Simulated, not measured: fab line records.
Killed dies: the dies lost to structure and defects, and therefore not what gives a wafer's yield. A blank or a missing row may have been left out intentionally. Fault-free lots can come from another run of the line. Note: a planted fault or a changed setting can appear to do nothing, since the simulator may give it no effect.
Which tool did it? | flow n5-finfet | 11 lots, 33 wafers sampled, at 3 steps of a route of 1938

## WHAT THE GAUGES READ, wafer by wafer
N5_MOL_CONTACT_COAG_CD_MEAS_99 targets a cd of 17.2 nm.
lot  | measured     | on        | cd-nm (nm)
L275 | day 5 01:43  | cd-sem-03 | 17.2 17.4 17.1
L276 | day 5 03:32  | cd-sem-02 | 17.0 16.9 17.4
L277 | day 5 14:29  | cd-sem-02 | 17.1 16.7 17.4
L278 | day 5 16:45  | cd-sem-01 | 16.9 17.4 17.0
L282 | day 7 01:19  | cd-sem-03 | 17.3 16.9 17.5
L283 | day 7 05:53  | cd-sem-01 | 17.1 17.8 17.2
L284 | day 7 18:27  | cd-sem-01 | 17.1 17.1 17.7
L286 | day 8 09:23  | cd-sem-01 | 16.6 16.9 16.8
L289 | day 8 23:28  | cd-sem-01 | 16.9 17.3 16.5
L295 | day 10 09:35 | cd-sem-02 | 17.1 17.7 17.0
L296 | day 10 16:10 | cd-sem-02 | 17.3 17.2 17.4

## EACH LOT AND THE TOOL THAT RAN IT (in order: tool; ch and the chambers of the sampled wafers; start)
lot  | N5_MOL_CONTACT_COAG_ETCH_15        | N5_MOL_CONTACT_COAG_ETCH_110
L275 | rie-diel-05 ch 0,1,3, day 5 01:32  | rie-diel-05 ch 0,1,3, day 5 01:35
L276 | rie-diel-04 ch 0,1,2, day 5 03:22  | rie-diel-04 ch 0,1,2, day 5 03:25
L277 | rie-diel-02 ch 1,2,3, day 5 14:18  | rie-diel-02 ch 1,2,3, day 5 14:22
L278 | rie-diel-04 ch 0,1,2, day 5 16:34  | rie-diel-04 ch 0,1,2, day 5 16:38
L282 | rie-diel-02 ch 0,1, day 7 01:08    | rie-diel-02 ch 0,1, day 7 01:12
L283 | rie-diel-02 ch 0,1,2, day 7 05:43  | rie-diel-02 ch 0,1,2, day 7 05:46
L284 | rie-diel-05 ch 1,2,3, day 7 18:16  | rie-diel-05 ch 1,2,3, day 7 18:20
L286 | rie-diel-04 ch 0,1,3, day 8 09:12  | rie-diel-04 ch 0,1,3, day 8 09:16
L289 | rie-diel-04 ch 0,3, day 8 23:17    | rie-diel-04 ch 0,3, day 8 23:21
L295 | rie-diel-02 ch 0,1, day 10 09:25   | rie-diel-02 ch 0,1, day 10 09:29
L296 | rie-diel-05 ch 1,2,3, day 10 16:00 | rie-diel-05 ch 1,2,3, day 10 16:04
- N5_MOL_CONTACT_COAG_ETCH_15: etches SiNx in CH3F/O2, stops on Si:P, target depth 7 nm.
- N5_MOL_CONTACT_COAG_ETCH_110: etches Si in CF4/O2, target depth 2.5 nm, time 8 s.

## THE ANSWER, worked out from the rows above alone
Rule: the usual values come from the lots themselves. The widest of any qualifying gaps counts: lots, ordered by their means at a reading, are off when they make up no more than a third of the lots, leave a main group of 4 or more, and stand apart from it by 3 or more times the standard deviation of that group's means. A main group whose means are all the same, to the digits that the tables above print for the reading, isn't used. Also off: a lot with no number at a reading for which 4 or more lots have one. Any other lot the step has rows for is counted as sound.
No lot is off on any of the readings shown, so nothing can be concluded from this.

## WHAT WAS PUT IN BY THE SIMULATOR
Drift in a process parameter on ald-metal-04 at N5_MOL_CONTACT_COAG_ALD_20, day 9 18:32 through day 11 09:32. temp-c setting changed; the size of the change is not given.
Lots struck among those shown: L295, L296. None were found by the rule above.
